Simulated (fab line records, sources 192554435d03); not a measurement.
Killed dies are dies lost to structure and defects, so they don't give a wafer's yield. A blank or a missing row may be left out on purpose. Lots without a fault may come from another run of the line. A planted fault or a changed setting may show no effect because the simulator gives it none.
Split-lot experiment | flow n5_finfet | 7 lots, 39 wafers read, on a route of 1938 steps

THE SPLIT
At N5_DUMMY_GATE_ETCH_37 (etches SOC in N2/H2, target depth 60 nm, overetch 30 nm), the setting source_w was moved away from the recipe's 840 W on 18 of the 39 wafers read, by -16.3% to +14.7%. The other wafers ran this setting at the recipe's value.

The reading is taken at the split's own step.

THE READING
rf_vpp_V, in V, at N5_DUMMY_GATE_ETCH_37 (etches SOC in N2/H2, target depth 60 nm, overetch 30 nm). Fault-free wafers of this fab line usually give 523.8 V, standard deviation 2.4 V.

wafer  | tool, chamber at the split | source_w as run, W | against the recipe | rf_vpp_V, V | against lot-mates on the recipe
L074.1 | rie_diel-06, 0             | 840                | recipe             | 526.7       | -
L074.2 | rie_diel-06, 2             | 840                | recipe             | 526.1       | -
L074.3 | rie_diel-06, 3             | 788.7              | -6.1%              | 532.1       | +6.8
L074.4 | rie_diel-06, 1             | 840                | recipe             | 523.2       | -
L074.5 | rie_diel-06, 2             | 788.7              | -6.1%              | 535.4       | +10.1
L074.6 | rie_diel-06, 3             | 788.7              | -6.1%              | 532.8       | +7.5
L077.1 | rie_diel-01, 3             | 702.9              | -16.3%             | 558.5       | +35.2
L077.2 | rie_diel-01, 1             | 840                | recipe             | 520.7       | -
L077.3 | rie_diel-01, 0             | 840                | recipe             | 523.6       | -
L077.4 | rie_diel-01, 2             | 840                | recipe             | 525.6       | -
L077.5 | rie_diel-01, 1             | 702.9              | -16.3%             | 551.0       | +27.7
L077.6 | rie_diel-01, 0             | 702.9              | -16.3%             | 554.8       | +31.5
L081.1 | rie_diel-03, 1             | 840                | recipe             | 525.9       | -
L081.2 | rie_diel-03, 3             | 840                | recipe             | 522.3       | -
L081.6 | rie_diel-03, 0             | 840                | recipe             | 522.1       | -
L085.1 | rie_diel-03, 1             | 840                | recipe             | 525.7       | -
L085.2 | rie_diel-03, 0             | 881.1              | +4.9%              | 514.1       | -10.5
L085.3 | rie_diel-03, 2             | 881.1              | +4.9%              | 517.3       | -7.3
L085.4 | rie_diel-03, 3             | 840                | recipe             | 522.0       | -
L085.5 | rie_diel-03, 1             | 881.1              | +4.9%              | 517.8       | -6.8
L085.6 | rie_diel-03, 2             | 840                | recipe             | 526.0       | -
L089.1 | rie_diel-01, 1             | 840                | recipe             | 519.9       | -
L089.2 | rie_diel-01, 3             | 840                | recipe             | 525.8       | -
L089.3 | rie_diel-01, 2             | 840                | recipe             | 525.4       | -
L089.4 | rie_diel-01, 3             | 963.1              | +14.7%             | 502.9       | -20.8
L089.5 | rie_diel-01, 1             | 963.1              | +14.7%             | 495.5       | -28.2
L089.6 | rie_diel-01, 2             | 963.1              | +14.7%             | 502.6       | -21.1
L095.1 | rie_diel-01, 0             | 703.6              | -16.2%             | 554.0       | +28.3
L095.2 | rie_diel-01, 1             | 703.6              | -16.2%             | 550.5       | +24.8
L095.3 | rie_diel-01, 3             | 840                | recipe             | 526.5       | -
L095.4 | rie_diel-01, 2             | 840                | recipe             | 524.7       | -
L095.5 | rie_diel-01, 2             | 703.6              | -16.2%             | 556.9       | +31.2
L095.6 | rie_diel-01, 3             | 840                | recipe             | 526.0       | -
L096.1 | rie_diel-03, 2             | 751.7              | -10.5%             | 544.9       | +21.8
L096.2 | rie_diel-03, 1             | 751.7              | -10.5%             | 546.8       | +23.7
L096.3 | rie_diel-03, 3             | 840                | recipe             | 520.8       | -
L096.4 | rie_diel-03, 0             | 840                | recipe             | 522.3       | -
L096.5 | rie_diel-03, 1             | 751.7              | -10.5%             | 546.4       | +23.3
L096.6 | rie_diel-03, 2             | 840                | recipe             | 526.3       | -

THE FIT
A straight line over all 39 wafers: rf_vpp_V changes by -1.79 V for each +1% of source_w; r = -0.98; the points scatter about the line by 2.6 V.
The same after taking each lot's own level away (the mean of its wafers on the recipe; 39 wafers): -1.78 V for each +1%; r = -0.98; scatter 2.8 V.
On that fit, the largest move of source_w shifts the reading by 29 V.
The lots' own levels span 523.13 to 525.73 V, that is 1.1 times the standard deviation above.
So the lot-to-lot level changes the slope little: the two slopes agree.
Check: with one of the wafers moved furthest among these (-16.3%) left out of the fit, the line predicts +28.8 V for it against its lot-mates. It came out at +35.2 V against them.
Tool readings at the split's step, against how far the setting was moved: rf_vpp_V r = -0.98.

OTHER SPLITS ON THESE WAFERS
These wafers also went through other splits before the reading. Each is held against what the fit with the lots' levels taken away leaves over:
other split on the same wafers  | wafers away from the commonest value | r with rf_vpp_V (lot level and that fit taken away)
N5_DUMMY_GATE_EXPOSE_12 dose_mj | 9                                    | -0.44

THE WHOLE CHAIN: every reading that the file lists as answering this split, in the file's order
step                  | what it does                                            | reading                                                                             | change (the file's fit)                | r (the file's)
N5_DUMMY_GATE_ETCH_37 | etches SOC in N2/H2, target depth 60 nm, overetch 30 nm | rf_vpp_V                                                                            | -1.79 V for each +1% of the setting    | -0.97
N5_DUMMY_GATE_ETCH_37 | etches SOC in N2/H2, target depth 60 nm, overetch 30 nm | SiARC_of_DUMMY_GATE_COAT_35.thk_nm (the simulator's own value, which no gauge read) | -0.0298 nm for each +1% of the setting | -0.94

THE FILE'S OWN FIT
rf_vpp_V changes by -1.79 V for each +1% of source_w, r = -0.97.
